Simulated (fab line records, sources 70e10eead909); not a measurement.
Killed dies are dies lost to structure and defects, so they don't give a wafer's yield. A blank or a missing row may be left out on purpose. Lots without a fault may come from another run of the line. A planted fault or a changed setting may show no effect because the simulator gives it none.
Chamber matching | flow nand_harc | NHARC_P_CONTACT_ALD_22 on ald_metal-02: 4 sister chambers
The step deposits TiN, target thk 3 nm, pulse time 1 s, ald cycles 150. 16 wafers are shown with their chamber, then 8 later ones without.

WAFERS WITH THEIR CHAMBER
wafer  | chamber | heater_power_w (W) | precursor_pulse_height_rel
L074.2 | 0       | 969                | 1.005
L074.3 | 1       | 823                | 0.990
L074.5 | 0       | 969                | 0.997
L076.2 | 0       | 948                | 1.014
L076.4 | 2       | 1035               | 0.990
L076.5 | 1       | 855                | 1.041
L080.2 | 3       | 1116               | 1.011
L080.4 | 0       | 981                | 1.012
L080.5 | 1       | 856                | 0.999
L085.3 | 3       | 1120               | 1.021
L085.4 | 2       | 1019               | 0.975
L085.6 | 2       | 1032               | 1.024
L089.4 | 0       | 941                | 1.018
L089.5 | 0       | 931                | 1.018
L089.6 | 3       | 1001               | 0.996
L093.1 | 3       | 995                | 1.016

SIGNATURES (means of the wafers above)
reading                    | chamber 0 | chamber 1 | chamber 2 | chamber 3 | scatter within a chamber
heater_power_w             | 956.50    | 844.67    | 1028.67   | 1058.00   | 37.8
precursor_pulse_height_rel | 1.01067   | 1.01000   | 0.99633   | 1.01100   | 0.0169
Rule: a wafer's distance from a chamber is the root of the sum, over the readings, of the square of ((its reading less the chamber's mean) divided by the reading's scatter). The wafer belongs to the nearest chamber; if the next one is less than 2 further off, it can't be placed. The scatter: the root of (the sum of the squares of (reading less its chamber's mean) over the shown wafers, divided by (wafers less chambers)).

WAFERS WITHOUT THEIR CHAMBER
wafer  | heater_power_w (W) | precursor_pulse_height_rel
L093.2 | 934                | 1.037
L093.5 | 1031               | 1.042
L096.3 | 1030               | 1.004
L096.5 | 1064               | 0.995
L096.6 | 941                | 1.014
L097.2 | 805                | 0.986
L097.3 | 1047               | 0.998
L097.6 | 822                | 0.973

WHICH CHAMBER EACH WENT THROUGH
wafer  | from the rows above               | in truth
L093.2 | can't be placed: 0 or 1 or 2 or 3 | 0
L093.5 | can't be placed: 3 or 2 or 0      | 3
L096.3 | can't be placed: 2 or 3 or 0      | 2
L096.5 | can't be placed: 2 or 3           | 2
L096.6 | 0                                 | 0
L097.2 | 1                                 | 1
L097.3 | can't be placed: 2 or 3           | 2
L097.6 | can't be placed: 1 or 0           | 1
Placed correctly: 2 of 8. Can't be placed from these rows: 6 (the true chamber is among the candidates in 6). Placed wrongly: 0.
